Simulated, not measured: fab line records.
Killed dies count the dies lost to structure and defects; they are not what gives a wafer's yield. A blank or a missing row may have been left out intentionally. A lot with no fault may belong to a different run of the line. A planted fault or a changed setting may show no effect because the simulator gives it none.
fab line records	flow n5_finfet
[record] lots = 6	wafers = 18	last_day = 17
route steps=1938 shown BEOL_M5@1133 PASSIVATION@1936
lots with no fault: from the same line, run without faults
start_h: hours from the record's opening day to when the first of the lot's shown wafers began	wait_h: how many hours have passed since the lot's step before this one	" the same as in the row above	L1.1+2: several wafers, shown together as one row	- either no value or no given start	* or withheld: withheld	< > ~ a bound
route shown NAME@n: NAME is a module with steps in the file, n the number in the route of the first one	usual: average and standard deviation across the fault-free wafers	same: alike in all rows	chamber/n: place in a boat	sites: the reading at each site	_std_site: standard deviation of those values	_edge_site: outer sites' mean less inner sites'	radius_mm: how far each site lies from the wafer's centre	mask NAME#n: copy n	behind: tool/chamber where the wafer was last shaped	hold: cause of the lot's hold/its duration in hours/its outcome	device: whichever transistor did not switch (one of n, p or np)	end of line: at the end of the route, the tests of the same wafers	step lacking rows: just its recipe	killed: at the first sort, the dies lost to defects and structure; wafer yield is something else	map: a wafer's dies, marking killed ones x, the rest . and places with no die _
set.NAME: the setting that was run; set.NAME@STEP: the one run at that earlier step	model.NAME: the simulator's own value behind a step, which no gauge read
a table for each step, a row for each wafer; lots at some steps of the route
services: the hour from which a tool's chamber was out of use, counted from the record's first day as start_h (under 0 if before that day), plus the number of hours and why
[[steps]]
[step N5_BEOL_M5_STRIP_63]
[recipe] chemistry = N2/H2	temp_c = 40	n2_flow_sccm = 200	h2_flow_sccm = 200	rf_frequency_hz = 6e+07
[step N5_BEOL_M5_STRIP_73]
[recipe] chemistry = N2/H2	temp_c = 40	n2_flow_sccm = 200	h2_flow_sccm = 200	rf_frequency_hz = 6e+07
[step N5_BEOL_M5_STRIP_64]
[recipe] chemistry = CF4	resist = SiARC	power_w = 300	bias_power_w = 75	pressure_mtorr = 50	cf4_flow_sccm = 150	rf_frequency_hz = 6e+07
[usual] bias_power_w = 75.02/0.21	drypump_motor_current_A = 5.7/0.47	oes_product_au = 0.79/0.077	rf_vpp_V = 271.1/1.2	showerhead_plenum_p_Torr = 1.79/0.04	throttle_valve_pct = 13.60/0.24
lot.wafer	tool	chamber	start_h	wait_h	bias_power_w	drypump_motor_current_A	oes_product_au	rf_hours_counter_h	rf_vpp_V	showerhead_plenum_p_Torr	throttle_valve_pct
L873.1	rie_diel-03	2	182.61	0.0	75.16	5.3	0.92	3	270.8	1.77	13.12
L873.2	"	1	"	"	74.97	5.4	0.90	20	272.6	1.89	13.47
L873.5	"	3	"	"	74.51	6.3	0.86	-	272.9	1.81	13.56
L876.1	rie_diel-06	0	209.86	0.0	74.89	5.2	0.82	80	270.6	1.76	13.51
L876.2	"	1	"	"	75.15	5.7	0.73	183	269.8	1.79	13.88
L876.5	"	3	"	"	74.98	6.2	0.85	-	272.1	1.82	13.35
L883.2	rie_diel-04	2	247.60	0.0	75.09	5.7	0.67	247	269.6	1.70	14.03
L883.3	"	3	"	"	74.71	5.2	0.84	59	270.2	1.75	13.47
L883.5	"	1	"	"	75.03	5.3	0.69	-	270.5	1.76	13.65
L891.4	rie_diel-06	0	289.17	0.0	74.89	5.2	0.79	-	268.6	1.75	13.55
L891.5	"	3	"	"	74.75	6.2	0.82	-	272.2	1.81	13.41
L891.6	"	1	"	"	74.99	5.7	0.70	-	272.8	1.79	13.94
L892.2	rie_diel-03	2	290.20	0.0	75.35	5.3	0.85	30	270.6	1.76	13.19
L892.5	"	0	"	"	74.98	5.1	0.70	-	270.5	1.79	13.87
L892.6	"	1	"	"	75.34	5.4	0.85	-	274.4	1.88	13.52
L890.3	rie_diel-04	0	305.29	0.0	75.08	5.9	0.69	227	269.4	1.77	13.96
L890.5	"	3	"	"	75.05	5.2	0.82	-	270.1	1.75	13.55
L890.6	"	0	"	"	74.90	5.9	0.69	-	269.3	1.77	13.96
[step N5_BEOL_M5_HM_OPEN_17]
[recipe] chemistry = Cl2/BCl3	target_depth_a = 200	overetch_a = 60	target = TiN	mask_material = SOC	ion_energy_ev = 150	pressure_mtorr = 10	icp_w = 1000	bias_w = 126	Cl2_flow_sccm = 53.25	bcl3_flow_sccm = 21.75	Ar_flow_sccm = 25
[usual] drypump_motor_current_A = 5.8/0.62	oes_product_au = 0.70/0.096	throttle_valve_pct = 22.00/0.16
lot.wafer	tool	chamber	start_h	wait_h	drypump_motor_current_A	oes_product_au	rf_hours_counter_h	throttle_valve_pct
L873.1	rie_metal-01	1	182.65	0.0	4.7	0.77	8	21.94
L873.2	"	0	"	"	6.0	0.61	66	21.84
L873.5	"	1	"	"	4.7	0.79	-	21.92
L876.1	rie_metal-02	0	209.90	0.0	6.0	0.80	2	22.12
L876.2	"	1	"	"	6.6	0.57	80	21.93
L876.5	"	0	"	"	6.0	0.79	-	22.11
L883.2	rie_metal-02	1	247.64	0.0	6.5	0.57	84	21.92
L883.3	"	1	"	"	6.6	0.56	-	21.95
L883.5	"	0	"	"	6.0	0.77	-	22.14
L891.4	rie_metal-02	1	289.23	0.1	6.6	0.56	-	21.93
L891.5	"	1	"	"	6.6	0.56	-	21.97
L891.6	"	0	"	"	6.0	0.75	-	22.15
L892.2	rie_metal-02	1	290.25	0.0	6.5	0.56	87	21.94
L892.5	"	1	"	"	6.5	0.55	-	21.95
L892.6	"	0	"	"	6.0	0.75	-	22.14
L890.3	rie_metal-01	1	305.36	0.1	4.8	0.74	-	21.95
L890.5	"	0	"	"	6.0	0.59	-	21.88
L890.6	"	1	"	"	4.8	0.74	-	21.95
[step N5_BEOL_M5_STRIP_19]
[recipe] chemistry = O2	power_w = 400	temp_c = 40	pressure_mtorr = 30	rf_frequency_hz = 6e+07	bias_power_w = 0	overash_fraction = 0.2	o2_flow_sccm = 225
[usual] drypump_motor_current_A = 5.6/0.43	oes_product_au = 0.80/0.089	rf_vpp_V = 3.7/0.46	showerhead_plenum_p_Torr = 2.10/0.07	throttle_valve_pct = 16.75/0.22
[same] bias_power_w = 0	overash_fraction = 0.2
lot.wafer	tool	chamber	start_h	wait_h	drypump_motor_current_A	oes_product_au	rf_hours_counter_h	rf_vpp_V	showerhead_plenum_p_Torr	throttle_valve_pct
L873.1	rie_diel-03	2	182.77	0.1	5.3	0.97	3	4.1	2.07	16.26
L873.2	"	1	"	"	5.4	0.90	20	3.5	2.24	16.72
L873.5	"	0	"	"	5.1	0.72	-	3.6	2.07	16.72
L876.1	rie_diel-04	1	210.01	0.1	5.3	0.71	210	3.6	2.07	16.66
L876.2	"	3	"	"	5.1	0.86	47	3.2	2.06	16.69
L876.5	"	0	"	"	5.9	0.71	-	3.4	2.10	17.03
L883.2	rie_diel-06	2	247.94	0.3	6.1	0.67	241	3.7	2.06	16.87
L883.3	"	3	"	"	6.2	0.85	57	3.6	2.12	16.49
L883.5	"	0	"	"	5.2	0.80	-	4.1	2.02	16.51
L891.4	rie_diel-04	2	289.47	0.2	5.7	0.96	8	4.3	2.26	16.80
L891.5	"	3	"	"	5.2	0.82	-	3.5	2.05	16.74
L891.6	"	0	"	"	5.9	0.70	-	3.6	2.09	17.10
L892.2	rie_diel-04	2	290.36	0.1	5.7	0.97	9	3.7	2.26	16.80
L892.5	"	1	"	"	5.2	0.69	-	4.0	2.06	16.74
L892.6	"	2	"	"	5.7	0.97	-	3.3	2.26	16.81
L890.3	rie_diel-04	0	305.48	0.1	5.9	0.70	227	3.4	2.08	17.10
L890.5	"	0	"	"	5.9	0.70	-	3.6	2.08	17.11
L890.6	"	3	"	"	5.2	0.82	-	3.4	2.05	16.74
[step N5_BEOL_M5_CD_MEAS_18]
[recipe] pitch_nm = 56	target_cd_nm = 28
[usual] cd_nm = 28.1/0.46
lot.wafer	tool	chamber	start_h	wait_h	cd_nm
L873.1	cd_sem-01	-	182.84	0.0	28.3
L873.2	"	-	"	"	28.1
L873.5	"	-	"	"	27.8
L876.1	cd_sem-01	-	210.08	0.1	27.7
L876.2	"	-	"	"	28.1
L876.5	"	-	"	"	28.2
L883.2	cd_sem-02	-	248.02	0.1	27.9
L883.3	"	-	"	"	27.9
L883.5	"	-	"	"	28.9
L891.4	cd_sem-01	-	289.55	0.1	28.0
L891.5	"	-	"	"	28.2
L891.6	"	-	"	"	27.4
L892.2	cd_sem-03	-	290.43	0.1	28.4
L892.5	"	-	"	"	28.0
L892.6	"	-	"	"	28.6
L890.3	cd_sem-03	-	305.55	0.1	29.0
L890.5	"	-	"	"	27.6
L890.6	"	-	"	"	28.6
[step N5_BEOL_M5_COAT_65]
[recipe] resist = SOC	temp_c = 250	time_s = 60	spin_rpm = 1500	resist_thk_nm = 60
[step N5_BEOL_M5_COAT_66]
[recipe] resist = SiARC	temp_c = 220	time_s = 60	spin_rpm = 1500	resist_thk_nm = 12
[step N5_BEOL_M5_COAT_74]
[recipe] resist = underlayer	temp_c = 205	time_s = 60	spin_rpm = 1500	resist_thk_nm = 5
[step N5_BEOL_M5_COAT_22]
[recipe] resist = CAR-EUV	spin_rpm = 1500	resist_thk_nm = 30
[step N5_BEOL_M5_EBR_24]
[recipe] solvent = PGMEA	ebr_width_mm = 1.5
[step N5_BEOL_M5_SOFTBAKE_23]
[recipe] temp_c = 110	time_s = 60	resist = CAR-EUV
[step N5_BEOL_M5_EXPOSE_25]
[recipe] mask_id = V4	na = 0.33	source_shape = quasar	sigma_inner = 0.2	sigma_outer = 0.6	polarization = unpolarized	defocus_nm = 10	dose_mj = 52.75
[usual] exposure_dose_mJ_cm2 = 52.67/0.057
lot.wafer	tool	chamber	start_h	wait_h	mask	exposure_dose_mJ_cm2
L873.1	euv_scanner-02	0	183.76	-	V4#0	52.71
L873.2	"	0	"	"	V4#0	52.74
L873.5	"	0	"	"	V4#0	52.75
L876.1	euv_scanner-01	0	210.82	-	V4#0	52.62
L876.2	"	0	"	"	V4#0	52.58
L876.5	"	0	"	"	V4#0	52.68
L883.2	euv_scanner-02	0	248.53	-	V4#0	51.66
L883.3	"	0	"	"	V4#0	51.62
L883.5	"	0	"	"	V4#0	51.61
L892.2	euv_scanner-01	0	291.95	-	V4#0	52.62
L892.5	"	0	"	"	V4#0	52.63
L892.6	"	0	"	"	V4#0	52.61
L891.4	euv_scanner-01	0	292.04	-	V4#0	52.75
L891.5	"	0	"	"	V4#0	52.63
L891.6	"	0	"	"	V4#0	52.68
L890.3	euv_scanner-02	0	306.80	-	V4#0	51.77
L890.5	"	0	"	"	V4#0	51.79
L890.6	"	0	"	"	V4#0	51.80
[step N5_BEOL_M5_PEB_26]
[recipe] peb_temp_c = 100	peb_time_s = 60	resist = CAR-EUV
[step N5_PASSIVATION_PROBE_49]
[usual] defect_limited_yield = 91.7/1.4	killed_at_M0_to_M3 = 31/11	killed_at_M4_up = 13/4.6	killed_at_contacts = 13/6.7	killed_at_front_end = 39/9.6	killed_at_other = 3.5/2.8	killed_dies = 98/16	killed_open = 64/11	killed_short = 33/8.5	sort_bin_4_leakage = 0.00/0.032	sort_bin_5_function = 4.9/0.96	sort_bin_6_memory = 3.1/0.59	sort_n_pass = 1080/23	sort_yield_pct = 91.5/1.9
[same] gross_dies = 1180	killed_at_back_side = 0	sort_bin_8_speed[%] = 0
lot.wafer	tool	chamber	start_h	wait_h	defect_limited_yield[%]	killed_at_M0_to_M3	killed_at_M4_up	killed_at_contacts	killed_at_front_end	killed_at_other	killed_dies	killed_open	killed_short	sort_bin_4_leakage[%]	sort_bin_5_function[%]	sort_bin_6_memory[%]	sort_n_pass	sort_yield_pct[%]
L873.1	prober-02	-	277.72	0.0	91.6	29	9	35	17	9	99	63	35	0	4.2	3.8	1081	91.6
L873.2	prober-02	-	277.77	0.1	94.7	9	6	20	22	5	62	39	21	0	2.5	2.5	1118	94.7
L873.5	prober-02	-	277.92	0.2	90.6	33	10	28	40	0	111	83	27	0	5.3	3.6	1069	90.6
L876.1	prober-01	-	310.50	0.0	91.0	29	17	17	42	1	106	79	27	0	5.3	3.3	1074	91.0
L876.2	prober-01	-	310.55	0.1	92.5	23	6	13	43	3	88	54	34	0	4.7	2.5	1092	92.5
L876.5	prober-01	-	310.70	0.2	91.3	26	13	17	47	0	103	67	36	0	5.8	2.4	1077	91.3
L883.2	prober-01	-	343.66	0.1	90.2	39	20	13	40	4	116	61	47	0	6.2	3.3	1064	90.2
L883.3	prober-01	-	343.71	0.1	90.8	38	29	9	32	1	109	65	40	0	6.1	3.0	1071	90.8
L883.5	prober-01	-	343.81	0.2	89.2	50	18	13	45	2	128	78	45	0	7.0	3.1	1052	89.2
L891.4	prober-02	-	388.06	0.2	91.9	32	9	3	43	8	95	62	32	0	5.4	2.5	1085	91.9
L891.5	prober-02	-	388.11	0.2	92.4	32	9	12	33	4	90	64	26	0	4.2	3.3	1090	92.4
L891.6	prober-02	-	388.16	0.3	92.3	29	11	18	21	12	91	62	28	0	4.7	2.5	1089	92.3
L892.2	prober-02	-	393.09	0.1	91.3	41	8	14	34	6	103	64	38	0	5.3	3.1	1077	91.3
L892.5	prober-02	-	393.24	0.2	92.0	26	12	16	36	4	94	58	35	0	5.1	2.6	1086	92.0
L892.6	prober-02	-	393.29	0.3	92.0	20	13	21	35	5	94	60	32	0	4.2	3.2	1086	92.0
L890.3	prober-01	-	409.37	0.1	89.2	44	18	12	52	2	128	79	43	0	6.4	4.2	1052	89.2
L890.5	prober-01	-	409.47	0.2	87.4	60	17	13	56	3	149	83	60	0	7.4	4.6	1031	87.4
L890.6	prober-01	-	409.52	0.3	87.5	77	10	9	46	6	148	85	61	0.08	8.1	3.9	1031	87.4
// killed by level:class
L873.1 MOL_CONTACT_COAG:geometric_particle:open=23 MOL_CONTACT_COAG:geometric_particle:short=12 BEOL_M1:geometric_particle:open=12 STI_FIN_REVEAL:geometric_particle:open=4 BEOL_M1:geometric_particle:short=4 BEOL_M3:geometric_particle:open=4 BEOL_M4:geometric_particle:open=4 PAD_METAL:geometric_particle:short=4
L873.2 MOL_CONTACT_COAG:geometric_particle:open=17 FIN_SAQP:geometric_particle:short=8 FIN_SAQP:geometric_particle:open=4 DUMMY_GATE:geometric_particle:open=4 BEOL_M0_SAQP:geometric_particle:open=3 MOL_CONTACT_COAG:geometric_particle:short=3 PASS1_CAP:geometric_particle:short=3 BEOL_M1:geometric_particle:open=2
L873.5 MOL_CONTACT_COAG:geometric_particle:open=26 STI_FIN_REVEAL:geometric_particle:open=10 BEOL_M0_SAQP:geometric_particle:open=9 BEOL_M2:geometric_particle:open=6 FIN_SAQP:geometric_particle:open=5 BEOL_M0_SAQP:geometric_particle:short=5 BEOL_M1:geometric_particle:open=5 STI_FIN_REVEAL:geometric_particle:short=3
L876.1 FIN_SAQP:geometric_particle:open=15 MOL_CONTACT_COAG:geometric_particle:open=13 FIN_SAQP:geometric_particle:short=11 BEOL_M4:geometric_particle:open=11 STI_FIN_REVEAL:geometric_particle:open=7 BEOL_M1:geometric_particle:open=7 BEOL_M3:geometric_particle:open=6 BEOL_M0_SAQP:geometric_particle:open=5
L876.2 FIN_SAQP:geometric_particle:short=11 STI_FIN_REVEAL:geometric_particle:open=10 BEOL_M3:geometric_particle:open=9 MOL_CONTACT_COAG:geometric_particle:short=7 MOL_CONTACT_COAG:geometric_particle:open=6 BEOL_M2:geometric_particle:open=6 BEOL_M0_SAQP:geometric_particle:open=4 FIN_SAQP:geometric_particle:open=3
L876.5 STI_FIN_REVEAL:geometric_particle:open=15 MOL_CONTACT_COAG:geometric_particle:open=14 FIN_SAQP:geometric_particle:short=9 BEOL_M0_SAQP:geometric_particle:open=8 BEOL_M0_SAQP:geometric_particle:short=8 BEOL_M4:geometric_particle:open=7 GATE_CUT:geometric_particle:short=6 BEOL_M2:geometric_particle:open=3
L883.2 BEOL_M0_SAQP:geometric_particle:short=14 STI_FIN_REVEAL:geometric_particle:open=10 FIN_SAQP:geometric_particle:open=8 MOL_CONTACT_COAG:geometric_particle:open=8 BEOL_M5:area_expose=7 STARTING-WAFER:geometric_particle:short=6 MOL_CONTACT_COAG:geometric_particle:short=5 BEOL_M0_SAQP:geometric_particle:open=5
L883.3 BEOL_M0_SAQP:geometric_particle:open=11 BEOL_M4:geometric_particle:open=11 BEOL_M0_SAQP:geometric_particle:short=10 FIN_SAQP:geometric_particle:short=8 FIN_SAQP:geometric_particle:open=8 BEOL_M8:geometric_particle:open=8 STI_FIN_REVEAL:geometric_particle:open=6 MOL_CONTACT_COAG:geometric_particle:open=6
L883.5 BEOL_M0_SAQP:geometric_particle:short=13 FIN_SAQP:geometric_particle:short=11 BEOL_M0_SAQP:geometric_particle:open=11 STI_FIN_REVEAL:geometric_particle:open=11 FIN_SAQP:geometric_particle:open=10 BEOL_M0:geometric_particle:open=10 MOL_CONTACT_COAG:geometric_particle:open=10 BEOL_M4:geometric_particle:open=6
L891.4 FIN_SAQP:geometric_particle:open=12 BEOL_M0_SAQP:geometric_particle:short=10 BEOL_M3:geometric_particle:open=8 STI_FIN_REVEAL:geometric_particle:open=7 BEOL_M0_SAQP:geometric_particle:open=7 DUMMY_GATE:geometric_particle:open=5 BEOL_M4:geometric_particle:open=5 MIM_TOP:geometric_particle:short=5
L891.5 MOL_CONTACT_COAG:geometric_particle:open=11 STI_FIN_REVEAL:geometric_particle:open=10 BEOL_M3:geometric_particle:open=8 BEOL_M0_SAQP:geometric_particle:short=7 BEOL_M1:geometric_particle:open=7 BEOL_M0_SAQP:geometric_particle:open=5 FIN_SAQP:geometric_particle:short=4 FIN_SAQP:geometric_particle:open=4
L891.6 MOL_CONTACT_COAG:geometric_particle:open=15 FIN_SAQP:geometric_particle:open=7 BEOL_M0_SAQP:geometric_particle:open=6 BEOL_M0_SAQP:geometric_particle:short=6 BEOL_M2:geometric_particle:open=6 BEOL_M4:geometric_particle:open=5 BEOL_M2:geometric_particle:short=4 BEOL_M3:geometric_particle:open=4
L892.2 BEOL_M0_SAQP:geometric_particle:short=14 MOL_CONTACT_COAG:geometric_particle:open=10 BEOL_M0_SAQP:geometric_particle:open=7 DUMMY_GATE:geometric_particle:open=6 BEOL_M1:geometric_particle:open=6 BEOL_M3:geometric_particle:open=5 STI_FIN_REVEAL:geometric_particle:open=4 GATE_CUT:geometric_particle:short=4
L892.5 MOL_CONTACT_COAG:geometric_particle:open=14 STI_FIN_REVEAL:geometric_particle:open=8 FIN_SAQP:geometric_particle:short=7 BEOL_M0_SAQP:geometric_particle:short=7 BEOL_M0:geometric_particle:open=6 BEOL_M0_SAQP:geometric_particle:open=5 ILD0:geometric_particle:short=3 ILD0:geometric_particle:open=3
L892.6 MOL_CONTACT_COAG:geometric_particle:open=13 STI_FIN_REVEAL:geometric_particle:open=10 MOL_CONTACT_COAG:geometric_particle:short=8 GATE_CUT:geometric_particle:short=7 BEOL_M0_SAQP:geometric_particle:open=5 FIN_SAQP:geometric_particle:open=4 BEOL_M3:geometric_particle:open=4 BEOL_M4:geometric_particle:open=4
L890.3 FIN_SAQP:geometric_particle:short=16 FIN_SAQP:geometric_particle:open=12 STI_FIN_REVEAL:geometric_particle:open=10 MOL_CONTACT_COAG:geometric_particle:open=10 BEOL_M0_SAQP:geometric_particle:open=9 BEOL_M3:geometric_particle:open=9 BEOL_M1:geometric_particle:open=8 BEOL_M2:geometric_particle:open=6
L890.5 BEOL_M0_SAQP:geometric_particle:open=19 BEOL_M0_SAQP:geometric_particle:short=16 STI_FIN_REVEAL:geometric_particle:open=11 GATE_CUT:geometric_particle:short=11 FIN_SAQP:geometric_particle:short=9 FIN_SAQP:geometric_particle:open=8 MOL_CONTACT_COAG:geometric_particle:open=7 MOL_CONTACT_COAG:geometric_particle:short=6
L890.6 BEOL_M0_SAQP:geometric_particle:open=22 BEOL_M0_SAQP:geometric_particle:short=17 FIN_SAQP:geometric_particle:open=12 FIN_SAQP:geometric_particle:short=11 BEOL_M2:geometric_particle:short=10 BEOL_M3:geometric_particle:open=9 MOL_CONTACT_COAG:geometric_particle:open=7 STI_FIN_REVEAL:geometric_particle:open=6
[[services]]
tool	chamber	start_h	hours	kind
rie_diel-03	-	159.37	0.7	repair
rie_metal-02	0	164.01	-	clean
rie_metal-02	0	164.01	22.8	scheduled_down
rie_diel-04	-	188.17	14.6	pm
euv_scanner-02	-	202.03	1.0	pm
euv_scanner-01	-	204.68	1.0	pm
rie_metal-01	-	219.49	2.8	pm
rie_diel-03	-	239.00	15.6	pm
euv_scanner-01	-	239.59	0.8	repair
rie_diel-04	2	254.55	-	clean
rie_diel-04	2	254.55	-	consumable_replace:focus_ring
rie_diel-04	2	254.55	-	consumable_replace:showerhead
rie_diel-04	2	254.55	11.3	scheduled_down
rie_diel-04	2	254.55	11.3	vent_cycle
euv_scanner-02	-	256.22	0.2	repair
euv_scanner-02	-	258.18	1.0	pm
euv_scanner-02	-	259.63	5.8	pm
euv_scanner-01	-	265.41	1.0	pm
rie_diel-06	0	267.66	4.5	repair
euv_scanner-02	-	273.18	12.0	pm
rie_diel-04	3	278.44	4.5	repair
euv_scanner-01	-	285.18	4.6	pm
rie_diel-03	2	296.51	115.9	repair
rie_diel-04	3	296.85	3.5	repair
[[key]]
[first_sign] step = N5_BEOL_M5_EXPOSE_25	reading = exposure_dose_mJ_cm2	direction = down	sigmas = 17	usual = 52.67	struck = 51.71
effect none on later readings
met_at N5_BEOL_M5_EXPOSE_25
struck_wafers L883.2,L883.3,L883.5,L890.3,L890.5,L890.6
[loop_trim] step = N5_BEOL_M5_EXPOSE_25	setting = dose	lots = L890
onset_between 183.76 248.53
[fault] kind = process_parameter_drift	tool = euv_scanner-02	chamber = -	onset_h = 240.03	steps = N5_BEOL_M5_EXPOSE_25	channel = dose_mj	offset = -1.0556	shape = step	acts_in = these_recipes_only	stated = 52.75
// loop_trim: a control loop set the setting to another value than it would have without faults
